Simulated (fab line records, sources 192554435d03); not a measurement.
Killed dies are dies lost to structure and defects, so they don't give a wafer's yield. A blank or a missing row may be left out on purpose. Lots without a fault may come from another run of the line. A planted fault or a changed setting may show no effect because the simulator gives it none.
Chamber matching | flow n5_finfet | N5_HKMG_FIN_ETCH_86 on rie_diel-04: 4 sister chambers
The step etches SOC in N2/H2, stops on TiN, target depth 393.2 nm. 4 wafers are shown with their chamber, then 7 later ones without.

WAFERS WITH THEIR CHAMBER
wafer  | chamber | showerhead_plenum_p_Torr (Torr)
L088.2 | 0       | 2.65
L088.4 | 3       | 2.62
L091.1 | 2       | 2.71
L091.3 | 1       | 2.54

WAFERS WITHOUT THEIR CHAMBER
wafer  | showerhead_plenum_p_Torr (Torr)
L091.6 | 2.62
L092.3 | 2.61
L092.4 | 2.54
L092.5 | 2.61
L095.1 | 2.54
L095.5 | 2.70
L095.6 | 2.61

WHICH CHAMBER EACH WENT THROUGH
wafer  | from the rows above | in truth
L091.6 | 3                   | 3
L092.3 | 3                   | 3
L092.4 | 1                   | 1
L092.5 | 3                   | 3
L095.1 | 1                   | 1
L095.5 | 2                   | 2
L095.6 | 3                   | 3
Placed correctly: 7 of 7. Can't be placed from these rows: 0. Placed wrongly: 0.
How it was worked out, from the rows above alone: a wafer's distance from a chamber is the root of the sum, over the readings, of the square of ((its reading less the chamber's mean) divided by the reading's scatter). The wafer belongs to the nearest chamber; if the next one is less than 2 further off, it can't be placed. A chamber's mean is the mean of its shown wafers. The scatter: with one shown wafer a chamber, the root of the mean of the squares of how far each hidden wafer lies from its nearest shown one.
